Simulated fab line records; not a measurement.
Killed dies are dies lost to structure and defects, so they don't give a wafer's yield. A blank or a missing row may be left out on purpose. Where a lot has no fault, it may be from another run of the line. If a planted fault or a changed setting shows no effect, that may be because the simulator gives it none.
Which tool is to blame? + flow nandHarc + 42 wafers from 14 lots sampled at 3 of the route's 1302 steps

## WHAT THE GAUGES SHOWED, per wafer
NHARC_END_SORT_01. Usual: killedAtArray 53, standard deviation 18; killedAtOther 1.0, standard deviation 1.2; killedAtPeriphery 3.6, standard deviation 2.4; killedDies 58, standard deviation 18; killedOpen 3.4, standard deviation 1.8; killedShort 2.3, standard deviation 1.5.
| lot  | measured     | on        | killedAtArray | killedAtOther | killedAtPeriphery | killedDies  | killedOpen | killedShort | flag |
|------|--------------|-----------|---------------|---------------|-------------------|-------------|------------|-------------|------|
| L784 | day 29 12:34 | prober-02 | 672 671 676   | 4 3 1         | 1 3 0             | 677 677 677 | 3 1 5      | 3 4 2       | OFF  |
| L785 | day 30 21:41 | prober-01 | 665 669 672   | 1 1 0         | 11 7 5            | 677 677 677 | 4 5 2      | 2 2 2       | OFF  |

## WHICH TOOL RAN EACH LOT (tool, then ch and the chambers of the sampled wafers, then the start)
| lot  | NHARC_P_BONDPAD_PVD_17                 | NHARC_A_ONON_D1_DEP_12          |
|------|----------------------------------------|---------------------------------|
| L772 | pvdSputter-02, day 8 03:29 or earlier  | pecvdOnon-03 ch 0, day 8 03:29  |
| L773 | pvdSputter-03, day 8 18:32 or earlier  | pecvdOnon-03 ch 0, day 8 18:32  |
| L774 | pvdSputter-02, day 8 18:37 or earlier  | pecvdOnon-01 ch 0, day 8 18:37  |
| L775 | pvdSputter-02, day 9 13:26 or earlier  | pecvdOnon-01 ch 0, day 9 13:26  |
| L776 | pvdSputter-01, day 9 18:26 or earlier  | pecvdOnon-03 ch 0, day 9 18:26  |
| L777 | pvdSputter-01, day 10 09:22 or earlier | pecvdOnon-01 ch 0, day 10 09:22 |
| L778 | pvdSputter-03, day 10 09:16 or earlier | pecvdOnon-04 ch 0, day 10 09:16 |
| L782 | pvdSputter-02, day 12 10:05 or earlier | pecvdOnon-04 ch 0, day 12 10:05 |
| L784 | pvdSputter-03, day 13 02:09 or earlier | pecvdOnon-04, day 13 02:09      |
| L785 | pvdSputter-03, day 13 21:44 or earlier | pecvdOnon-04, day 13 21:44      |
| L792 | pvdSputter-01, day 16 07:38 or earlier | pecvdOnon-01 ch 0, day 16 07:38 |
| L791 | pvdSputter-01, day 16 07:31 or earlier | pecvdOnon-03 ch 0, day 16 07:31 |
| L793 | pvdSputter-02, day 16 22:13 or earlier | pecvdOnon-03 ch 0, day 16 22:13 |
| L794 | pvdSputter-02, day 17 18:26 or earlier | pecvdOnon-01 ch 0, day 17 18:26 |
- NHARC_P_BONDPAD_PVD_17: deposits TaN, target thk 5 nm, time 8.06 s.
- NHARC_A_ONON_D1_DEP_12: target thk 1000 nm.

## WHAT THE TOOLS THEMSELVES READ (means of the sampled wafers that have a number; where no wafer has one, the mark that the record gives instead)
NHARC_P_BONDPAD_PVD_17. Usual: 30.3 % for throttleValvePct, sd 0.84.
| lot  | tool          | throttleValvePct (%) | flag |
|------|---------------|----------------------|------|
| L772 | pvdSputter-02 | 30.8                 |      |
| L773 | pvdSputter-03 | 29.4                 |      |
| L774 | pvdSputter-02 | 30.6                 |      |
| L775 | pvdSputter-02 | 30.8                 |      |
| L776 | pvdSputter-01 | 30.7                 |      |
| L777 | pvdSputter-01 | 30.9                 |      |
| L778 | pvdSputter-03 | 29.3                 |      |
| L782 | pvdSputter-02 | 30.2                 |      |
| L784 | pvdSputter-03 | 29.3                 |      |
| L785 | pvdSputter-03 | 29.8                 |      |
| L792 | pvdSputter-01 | 31.1                 |      |
| L791 | pvdSputter-01 | 30.6                 |      |
| L793 | pvdSputter-02 | 30.4                 |      |
| L794 | pvdSputter-02 | 29.7                 |      |

NHARC_A_ONON_D1_DEP_12. Usual: n2FlowSccm 2749 sccm, standard deviation 7.8; n2oFlowSccm 2000 sccm, standard deviation 6.2.
| lot  | tool         | n2FlowSccm (sccm) | n2oFlowSccm (sccm) | flag |
|------|--------------|-------------------|--------------------|------|
| L772 | pecvdOnon-03 | 2755              | 1995               |      |
| L773 | pecvdOnon-03 | 2738              | 2002               |      |
| L774 | pecvdOnon-01 | 2740              | 2000               |      |
| L775 | pecvdOnon-01 | 2761              | 1994               |      |
| L776 | pecvdOnon-03 | 2757              | 1998               |      |
| L777 | pecvdOnon-01 | 2757              | 2005               |      |
| L778 | pecvdOnon-04 | 2740              | 1997               |      |
| L782 | pecvdOnon-04 | 2747              | 1998               |      |
| L784 | pecvdOnon-04 | -                 | -                  | OFF  |
| L785 | pecvdOnon-04 | -                 | -                  | OFF  |
| L792 | pecvdOnon-01 | 2746              | 1999               |      |
| L791 | pecvdOnon-03 | 2757              | 2008               |      |
| L793 | pecvdOnon-03 | 2746              | 1999               |      |
| L794 | pecvdOnon-01 | 2743              | 1996               |      |

## THE ANSWER, worked out from the rows above alone
Rule: lot off if the mean of its wafers having a number is beyond 3 standard deviations from the usual mean. A lot without any number at a reading at which 4 lots or more have one is off too. The other lots that the step has rows for count as sound. The gauges are gone through in route order, then the tools' own readings, and for those a lot's mean is taken as printed above. At the first step where some lot is off, the reading lying furthest off is the one used; lots without a number count as furthest.
Off at NHARC_END_SORT_01 (killedAtArray): L784, L785. Neither off nor sound, because the step has no rows for them: L772, L773, L774, L775, L776, L777, L778, L782, L792, L791, L793, L794.
A tool fits if, at a process step before that reading, it ran every lot that is off, and no sound lot after the first of them. Not tried: the gauges at NHARC_END_SORT_01; whatever is off there is also off at NHARC_A_ONON_D1_DEP_12, on other tools, and gauge error can't account for it. Because NHARC_P_BONDPAD_PVD_17 lacks a start for some lots, the hours and order of its lots are taken from NHARC_A_ONON_D1_DEP_12. Can't be told from this: 2 tools fit, pvdSputter-03 at NHARC_P_BONDPAD_PVD_17, pecvdOnon-04 at NHARC_A_ONON_D1_DEP_12.

## WHAT THE SIMULATOR HAD INSERTED
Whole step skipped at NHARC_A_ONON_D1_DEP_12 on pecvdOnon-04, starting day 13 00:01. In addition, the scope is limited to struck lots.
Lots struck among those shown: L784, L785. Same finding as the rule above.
